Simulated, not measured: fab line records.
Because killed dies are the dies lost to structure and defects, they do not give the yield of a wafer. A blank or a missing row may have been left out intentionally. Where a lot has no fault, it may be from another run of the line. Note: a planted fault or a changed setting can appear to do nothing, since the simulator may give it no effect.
Chamber matching    flow n5Finfet    rieDiel-04 running N5_BEOL_M0_SAQP_STRIP_86: 4 sister chambers
The step strips in N2/H2. 4 wafers are shown with their chamber, then 9 later ones without.

## WAFERS WITH THEIR CHAMBER
wafer   chamber  showerheadPlenumPTorr (Torr)
L079.4  1        3.49
L086.1  3        3.47
L086.3  2        3.35
L086.4  0        3.17

## WAFERS MISSING THEIR CHAMBER
wafer   showerheadPlenumPTorr (Torr)
L092.1  3.34
L092.2  3.47
L092.4  3.17
L096.1  3.16
L096.2  3.48
L096.3  3.34
L096.4  3.46
L096.5  3.34
L096.6  3.46

## WHICH CHAMBER EACH WENT THROUGH
wafer   from the rows above      in truth
L092.1  2                        2
L092.2  3                        3
L092.4  0                        0
L096.1  0                        0
L096.2  can't be placed: 3 or 1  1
L096.3  2                        2
L096.4  3                        3
L096.5  2                        2
L096.6  3                        3
Placed correctly: 8 of 9. Can't be placed from these rows: 1 (the true chamber is among the candidates in 1). Placed wrongly: 0.
How it was worked out, from the rows above alone: a wafer's distance from a chamber is the root of the sum, over the readings, of the square of ((its reading less the chamber's mean) divided by the reading's scatter). If the next closest chamber is less than 2 further off than the closest, the wafer can't be placed; otherwise it belongs to the closest. The mean given for a chamber averages the wafers shown for that chamber. The scatter: root of mean squared gap, hidden wafer to nearest shown wafer, with one shown wafer a chamber.
